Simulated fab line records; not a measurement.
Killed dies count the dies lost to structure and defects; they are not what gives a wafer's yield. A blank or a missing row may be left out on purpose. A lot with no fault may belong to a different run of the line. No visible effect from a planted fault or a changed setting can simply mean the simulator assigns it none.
Lot-split experiment    flow n5_finfet    21 wafers read across 7 lots, on a route 1938 steps long

## THE SPLIT ITSELF
At N5_BEOL_M1_PECVD_72 (deposits SiO2 from TEOS/O2, target thk 16 nm, time 18 s), the setting time_s was moved away from the recipe's 18 s on 10 of the 21 wafers read, by -4.2% to +14.3%. All remaining wafers had this setting at the recipe value.

Reading taken at the split's own step.

## THE READING
SiO2_of_BEOL_M1_PECVD_72.thk_nm (the simulator's own value, which no gauge read), in nm, at N5_BEOL_M1_PECVD_72 (deposits SiO2 from TEOS/O2, target thk 16 nm, time 18 s). The file gives no usual value for it. Here, 11 wafers ran the recipe; their average is 16.0 nm with a standard deviation of 0.29 nm.

wafer   tool, chamber at the split  time_s as run, s  against the recipe  SiO2_of_BEOL_M1_PECVD_72.thk_nm, nm  against lot-mates on the recipe
L077.2  pecvd-04, 2,0               17.24             -4.2%               15.6                                 no lot-mate on the recipe
L077.4  pecvd-04, 2,0               17.24             -4.2%               15.6                                 no lot-mate on the recipe
L077.3  pecvd-04, 0                 17.24             -4.2%               15.2                                 no lot-mate on the recipe
L078.2  pecvd-02, 2                 18.99             +5.5%               16.8                                 +1.0
L078.5  pecvd-02, 2                 18.99             +5.5%               17.2                                 +1.4
L078.6  pecvd-02, 1                 18                recipe              15.8                                 -
L082.1  pecvd-02, 2                 20.58             +14.3%              18                                   +2.0
L082.2  pecvd-02, 1                 18                recipe              16                                   -
L082.5  pecvd-02, 2                 20.58             +14.3%              18.4                                 +2.4
L088.1  pecvd-03, 1                 18                recipe              15.4                                 -
L088.3  pecvd-03, 2,1               18                recipe              15.8                                 -
L088.4  pecvd-03, 2,1               18                recipe              15.8                                 -
L089.2  pecvd-02, 2,0               18                recipe              16                                   -
L089.4  pecvd-02, 2,0               18                recipe              16                                   -
L089.3  pecvd-02, 0                 18                recipe              16.2                                 -
L096.1  pecvd-02, 0                 18                recipe              16                                   -
L096.2  pecvd-02, 2                 19.83             +10.2%              17.6                                 +1.6
L096.3  pecvd-02, 1                 19.83             +10.2%              17.4                                 +1.4
L094.1  pecvd-04, 1                 18                recipe              16.2                                 -
L094.2  pecvd-04, 2                 18                recipe              16.6                                 -
L094.3  pecvd-04, 0                 19.35             +7.5%               17.2                                 +0.8
When a row names more than one chamber, that row covers several wafers, and the file does not tell which wafer ran in which chamber.

THE FIT
A straight line over all 21 wafers: SiO2_of_BEOL_M1_PECVD_72.thk_nm changes by +0.151 nm for each +1% of time_s; r = +0.96; the points scatter about the line by 0.26 nm.
The same after taking each lot's own level away (the mean of its wafers on the recipe; 18 wafers): +0.152 nm for each +1%; r = +0.97; scatter 0.22 nm.
Per that fit: largest time_s move, reading shift of 2.2 nm.
Measured against the standard deviation above, the lots' own levels, which go from 15.67 to 16.40 nm, span 2.5 times it.
The two slopes agree, so the slope changes little with the lot-to-lot level.
Check: for one of the wafers moved furthest among these (+14.3%), held out of the fit, the line's prediction against its lot-mates is +2.27 nm. It came out at +2 nm against them.

## OTHER SPLITS APPLIED TO THESE WAFERS
Note: prior to the reading, these wafers also went through further splits. Each is held against what the fit with the lots' levels taken away leaves over:
other split on the same wafers    wafers away from the commonest value  r with SiO2_of_BEOL_M1_PECVD_72.thk_nm (lot level and that fit taken away)
N5_BEOL_M0_CUTY_COAT_51 spin_rpm  8                                     +0.35

## THE FILE'S OWN FIT
SiO2_of_BEOL_M1_PECVD_72.thk_nm changes by +0.15 nm for each +1% of time_s, r = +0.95.
